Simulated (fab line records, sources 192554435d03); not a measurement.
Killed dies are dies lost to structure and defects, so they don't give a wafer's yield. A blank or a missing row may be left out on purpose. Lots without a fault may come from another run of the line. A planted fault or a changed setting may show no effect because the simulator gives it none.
Which tool did it? | flow n5_finfet | 8 lots, 24 wafers sampled, at 7 steps of a route of 1938

WHAT THE GAUGES READ, wafer by wafer
N5_BEOL_M1_RS_MEAS_58: measures by four-point-probe. Usual: M1_RS 0.69 ohm/sq, standard deviation 0.037.
lot  | measured     | on            | M1_RS (ohm/sq) | flag
L242 | day 6 09:36  | film_metro-02 | 0.64 0.61 0.64 |
L244 | day 6 22:50  | film_metro-02 | 0.75 0.69 0.73 |
L251 | day 8 17:29  | film_metro-02 | 0.68 0.66 0.65 |
L255 | day 9 18:07  | film_metro-01 | 0.75 0.71 0.72 |
L256 | day 10 04:37 | film_metro-02 | 0.71 0.65 0.70 |
L261 | day 11 02:54 | film_metro-02 | 0.75 0.71 0.75 |
L263 | day 11 17:34 | film_metro-02 | 0.71 0.70 0.71 |
L265 | day 12 03:22 | film_metro-01 | 0.83 0.69 0.68 |

N5_BEOL_M2_INSPECT_13: inspects for defects (brightfield). Usual: raw_defect_count 419, standard deviation 93.
lot  | measured     | on                | raw_defect_count | flag
L242 | day 6 12:05  | defect_inspect-01 | 428 374 407      |
L244 | day 6 23:33  | defect_inspect-01 | 565 448 369      |
L251 | day 8 18:22  | defect_inspect-02 | 464 417 466      |
L255 | day 9 19:13  | defect_inspect-02 | 862 386 440      |
L256 | day 10 05:54 | defect_inspect-02 | 851 815 300      |
L261 | day 11 05:23 | defect_inspect-01 | 304 400 434      |
L263 | day 11 18:17 | defect_inspect-02 | 468 414 465      |
L265 | day 12 04:50 | defect_inspect-02 | 509 310 433      |

N5_BEOL_M2_INSPECT_30: inspects for defects (brightfield). Usual: raw_defect_count 425, standard deviation 110.
lot  | measured     | on                | raw_defect_count | flag
L242 | day 6 13:05  | defect_inspect-02 | 503 453 483      |
L244 | day 7 00:36  | defect_inspect-02 | 654 556 410      |
L251 | day 8 20:50  | defect_inspect-01 | 372 352 413      |
L255 | day 9 20:23  | defect_inspect-01 | 814 352 374      |
L256 | day 10 06:48 | defect_inspect-01 | 805 804 267      |
L261 | day 11 06:19 | defect_inspect-01 | 307 393 441      |
L263 | day 11 20:46 | defect_inspect-01 | 420 376 395      |
L265 | day 12 05:59 | defect_inspect-01 | 447 275 387      |

N5_BEOL_M4_RC_MEAS_101. Usual: DIBL_N 36.8 mV/V, standard deviation 2.1; DIBL_P 37.1 mV/V, standard deviation 2.2; IOFF_N 0.18 nA/um, standard deviation 0.037; IOFF_P 0.23 nA/um, standard deviation 0.041; ION_N 682 uA/um, standard deviation 13; ION_P 467 uA/um, standard deviation 8.6; SS_N 71.7 mV/dec, standard deviation 0.61; SS_P 73.5 mV/dec, standard deviation 0.6; VT_N 248 mV, standard deviation 3.4; VT_P -249 mV, standard deviation 3.5.
lot  | measured     | on        | DIBL_N (mV/V)  | DIBL_P (mV/V)  | IOFF_N (nA/um) | IOFF_P (nA/um) | ION_N (uA/um) | ION_P (uA/um) | SS_N (mV/dec)  | SS_P (mV/dec)  | VT_N (mV)   | VT_P (mV)      | flag
L242 | day 7 21:26  | prober-01 | 35.8 36.0 37.5 | 36.0 36.6 38.2 | 0.16 0.16 0.18 | 0.24 0.24 0.26 | 689 682 693   | 488 473 484   | 71.3 71.6 71.4 | 73.0 73.7 73.5 | 246 248 246 | -246 -245 -244 |
L244 | day 8 14:53  | prober-01 | 33.7 32.8 34.0 | 35.1 33.8 34.8 | 0.12 0.10 0.12 | 0.17 0.15 0.16 | 662 649 662   | 457 440 452   | 70.5 70.6 70.7 | 72.7 72.9 72.3 | 252 257 253 | -252 -256 -257 |
L251 | day 10 00:05 | prober-01 | 38.1 37.7 38.8 | 37.8 37.0 39.0 | 0.21 0.20 0.20 | 0.24 0.24 0.26 | 690 691 689   | 473 479 472   | 71.3 72.4 71.8 | 73.8 73.3 73.7 | 245 244 248 | -247 -249 -248 |
L255 | day 11 16:10 | prober-01 | 39.6 38.2 38.2 | 37.3 35.6 36.5 | 0.22 0.18 0.18 | 0.26 0.23 0.24 | 700 685 690   | 475 468 475   | 72.6 72.2 71.9 | 73.7 73.7 73.5 | 244 246 248 | -247 -248 -249 |
L256 | day 11 18:45 | prober-01 | 37.0 39.0 37.1 | 38.9 41.8 39.0 | 0.18 0.23 0.18 | 0.23 0.29 0.24 | 699 709 698   | 478 483 474   | 72.2 72.1 72.0 | 72.7 74.3 73.5 | 248 243 247 | -246 -248 -246 |
L261 | day 12 17:45 | prober-02 | 34.4 35.2 35.3 | 33.9 34.6 35.2 | 0.13 0.15 0.15 | 0.19 0.20 0.20 | 686 679 676   | 464 471 469   | 70.8 71.1 71.8 | 72.9 72.9 72.9 | 250 246 250 | -247 -250 -249 |
L263 | day 13 14:47 | prober-01 | 37.0 37.0 39.1 | 39.5 39.3 41.5 | 0.20 0.19 0.24 | 0.29 0.29 0.33 | 694 685 696   | 475 476 480   | 72.4 71.6 73.0 | 74.0 73.7 74.6 | 245 247 244 | -242 -242 -242 |
L265 | day 13 18:50 | prober-01 | 36.3 38.0 37.9 | 35.6 38.2 38.1 | 0.15 0.18 0.18 | 0.20 0.25 0.24 | 679 682 688   | 466 469 469   | 71.5 72.5 71.8 | 73.2 74.5 73.6 | 249 248 249 | -251 -249 -247 |

WHICH TOOL RAN EACH LOT (tool, then ch and the chambers of the sampled wafers, then the start)
lot  | N5_BEOL_M2_PECVD_72             | N5_BEOL_M2_HM_DEP_02         | N5_BEOL_M2_STRIP_19
L242 | pecvd-03 ch 0,2, day 6 09:47    | pvd_sputter-02, day 6 11:36  | rie_diel-06 ch 0,2,3, day 6 12:29
L244 | pecvd-01 ch 0,2, day 6 23:01    | pvd_sputter-02, day 6 23:04  | rie_diel-03 ch 1,2,3, day 7 00:00
L251 | pecvd-03 ch 0,2, day 8 17:41    | pvd_sputter-01, day 8 17:45  | rie_diel-02 ch 1,2,3, day 8 20:14
L255 | pecvd-03 ch 0,1, day 9 18:18    | pvd_sputter-02, day 9 18:44  | rie_diel-03 ch 1,2,3, day 9 19:55
L256 | pecvd-03 ch 0,1, day 10 04:47   | pvd_sputter-02, day 10 05:25 | rie_diel-03 ch 2,3, day 10 06:20
L261 | pecvd-02 ch 0,1,2, day 11 03:05 | pvd_sputter-03, day 11 04:46 | rie_diel-03 ch 0,2,3, day 11 05:50
L263 | pecvd-01 ch 0,1, day 11 17:44   | pvd_sputter-01, day 11 17:48 | rie_diel-03 ch 0,3, day 11 20:17
L265 | pecvd-01 ch 0,2, day 12 03:32   | pvd_sputter-03, day 12 04:19 | rie_diel-02 ch 1,2, day 12 05:29
- N5_BEOL_M2_PECVD_72: deposits SiO2 from TEOS/O2, target thk 16 nm, time 18 s.
- N5_BEOL_M2_HM_DEP_02: deposits TiN, target thk 20 nm.
- N5_BEOL_M2_STRIP_19: strips in O2.

WHAT THE TOOLS THEMSELVES READ (means of the sampled wafers that have a number; where no wafer has one, the mark that the record gives instead)
N5_BEOL_M2_PECVD_72. Usual: heater_power_outer_w 437 W, standard deviation 74; heater_power_w 737 W, standard deviation 84; showerhead_plenum_p_Torr 8.75 Torr, standard deviation 0.069; throttle_valve_pct 21.8 %, standard deviation 1.2.
lot  | tool     | heater_power_outer_w (W) | heater_power_w (W) | showerhead_plenum_p_Torr (Torr) | throttle_valve_pct (%) | flag
L242 | pecvd-03 | 476                      | 737                | 8.74                            | 21.5                   |
L244 | pecvd-01 | 428                      | 757                | 8.73                            | 22.6                   |
L251 | pecvd-03 | 486                      | 746                | 8.75                            | 21.4                   |
L255 | pecvd-03 | 389                      | 654                | 8.78                            | 22.2                   |
L256 | pecvd-03 | 417                      | 670                | 8.75                            | 22.3                   |
L261 | pecvd-02 | 399                      | 716                | 8.74                            | 21.8                   |
L263 | pecvd-01 | 382                      | 674                | 8.79                            | 23.0                   |
L265 | pecvd-01 | 424                      | 756                | 8.74                            | 23.1                   |

N5_BEOL_M2_HM_DEP_02. Usual: chamber_pressure_pa 0.5001 Pa, standard deviation 0.0011; substrate_temp_c 25.00 C, standard deviation 0.098; throttle_valve_pct 30.1 %, standard deviation 0.98.
lot  | tool           | chamber_pressure_pa (Pa) | substrate_temp_c (C) | throttle_valve_pct (%) | flag
L242 | pvd_sputter-02 | 0.4999                   | 24.99                | 29.7                   |
L244 | pvd_sputter-02 | 0.5004                   | 25.14                | 29.7                   |
L251 | pvd_sputter-01 | 0.4996                   | 25.04                | 31.3                   |
L255 | pvd_sputter-02 | 0.5000                   | 25.08                | 29.8                   |
L256 | pvd_sputter-02 | 0.5010                   | 24.96                | 30.1                   |
L261 | pvd_sputter-03 | 0.5000                   | 24.97                | 30.0                   |
L263 | pvd_sputter-01 | 0.4996                   | 25.00                | 31.5                   |
L265 | pvd_sputter-03 | 0.5003                   | 25.09                | 29.9                   |

N5_BEOL_M2_STRIP_19. Usual: drypump_motor_current_A 5.6 A, standard deviation 0.43; oes_product_au 0.81 a.u., standard deviation 0.089; rf_vpp_V 3.6 V, standard deviation 0.5; showerhead_plenum_p_Torr 2.11 Torr, standard deviation 0.059; throttle_valve_pct 16.66 %, standard deviation 0.24.
lot  | tool        | drypump_motor_current_A (A) | oes_product_au (a.u.) | rf_vpp_V (V) | showerhead_plenum_p_Torr (Torr) | throttle_valve_pct (%) | flag
L242 | rie_diel-06 | 5.4                         | 0.87                  | 3.9          | 2.12                            | 16.48                  |
L244 | rie_diel-03 | 6.0                         | 0.78                  | 4.1          | 2.13                            | 16.77                  |
L251 | rie_diel-02 | 5.7                         | 0.82                  | 4.0          | 2.09                            | 16.68                  |
L255 | rie_diel-03 | 6.0                         | 0.76                  | 3.4          | 2.12                            | 16.82                  |
L256 | rie_diel-03 | 5.7                         | 0.78                  | 3.5          | 2.15                            | 16.64                  |
L261 | rie_diel-03 | 5.7                         | 0.86                  | 4.1          | 2.17                            | 16.51                  |
L263 | rie_diel-03 | 5.9                         | 0.86                  | 3.8          | 2.15                            | 16.49                  |
L265 | rie_diel-02 | 5.8                         | 0.79                  | 3.2          | 2.06                            | 16.80                  |

THE ANSWER, worked out from the rows above alone
Rule: a lot is off if the mean of its wafers that have a number lies more than 3 standard deviations from the usual mean. A lot without any number at a reading at which 4 lots or more have one is off too. The other lots that the step has rows for count as sound. The gauges are gone through in route order, then the tools' own readings, and for those a lot's mean is taken as printed above. The first step at which some lot is off is used, and at that step the reading that is off furthest; a lot without a number counts as furthest.
No lot is off at any reading shown: from this, nothing can be told.

WHAT THE SIMULATOR HAD PUT IN
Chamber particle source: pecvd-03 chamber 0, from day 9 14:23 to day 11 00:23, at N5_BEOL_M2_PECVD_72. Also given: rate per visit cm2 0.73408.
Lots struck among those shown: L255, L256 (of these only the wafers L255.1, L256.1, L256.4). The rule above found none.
